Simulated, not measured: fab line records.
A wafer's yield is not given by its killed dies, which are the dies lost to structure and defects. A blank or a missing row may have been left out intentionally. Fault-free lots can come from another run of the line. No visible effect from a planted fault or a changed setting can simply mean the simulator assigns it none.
A lot that was struck, set against a sound lot | flow nand_harc | 14 out of 1302 route steps
Sound: the wafers L795.1, L795.4, L795.5. The struck wafers were L809.4, L809.5, L809.6. At the end, the cause is stated.
Each step with rows lists, per side, the tool, then ch with its chambers, then its first start. Under that, the readings that differ: sound wafers | struck wafers | difference of the means | sigmas: that difference in standard deviations of wafers without a fault.
alike: words and numbers the same on both sides, and readings whose means are apart by under 2 such deviations; not compared: readings that were withheld, readings missing a value for some wafer, numbers with overlapping values and no deviation given by the record, and bounds like >300 which may hide the same value.
Wherever a step has rows on one side only, a row that says differs or no value, or a row with sigmas, the two part there. Numbers that don't overlap but have no deviation are shown without sigmas and don't part them. A reading missing from all wafers of one side parts the sides only when that side holds two or more wafers.

NHARC_P_BONDPAD_INSPECT_23:
  sound: defect_inspect-01 at day 6 22:20; struck: defect_inspect-02 at day 12 20:07
  alike: raw_defect_count
NHARC_P_BONDPAD_ACTIVATE_29: chemistry N2, time 60 s.
  sound on rie_diel-12 ch 0,2,3, day 6 22:26; struck on rie_diel-13 ch 2,3, day 12 20:11
  alike: drypump_motor_current_A, oes_product_au, rf_vpp_V, showerhead_plenum_p_Torr
  not compared: rf_hours_counter_h
then, 2 steps without rows for these wafers: NHARC_P_BONDPAD_PRECLEAN_30 (cleans in DIW, time 300 s); NHARC_P_BONDPAD_SRD_31 (time 30 s, dry time 20 s).
NHARC_A_START_INSPECT_01:
  sound: defect_inspect-01 at day 6 22:50; struck: defect_inspect-01 at day 12 20:35
  alike: raw_defect_count
then, 6 steps without rows for these wafers: NHARC_A_ZERO_WELL_PRECLEAN_00 (cleans in SPM, time 600 s); NHARC_A_ZERO_WELL_SRD_01; NHARC_A_ZERO_WELL_DEHYDRATE_02 (time 120 s); NHARC_A_ZERO_WELL_HMDS_03 (time 30 s); NHARC_A_ZERO_WELL_COAT_18 (time 65 s); NHARC_A_ZERO_WELL_COAT_04 (resist thk 600 nm).
NHARC_A_ZERO_WELL_SOFTBAKE_05: time 70 s.
  sound on litho_track-07 ch 0, day 6 23:00; struck on litho_track-07 ch 0, day 12 20:00
  reading                  | sound             | struck            | difference | sigmas
  heater_power_total_W (W) | 199.3 202.1 202.4 | 181.3 182.0 182.2 | -19.4      | -15
after that, 1 step had no rows for these wafers: NHARC_A_ZERO_WELL_EBR_06.
NHARC_END_SORT_01:
  the record has rows for the sound wafers here (prober-01 ch 0, day 27 00:10) and none for the struck ones

== WHERE THEY PART ==
Last at NHARC_END_SORT_01 as far as this record goes, first at NHARC_A_ZERO_WELL_SOFTBAKE_05.

WHY: the cause the simulator had injected
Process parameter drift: litho_track-07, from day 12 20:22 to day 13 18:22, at NHARC_A_ZERO_WELL_SOFTBAKE_05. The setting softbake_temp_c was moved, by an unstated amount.
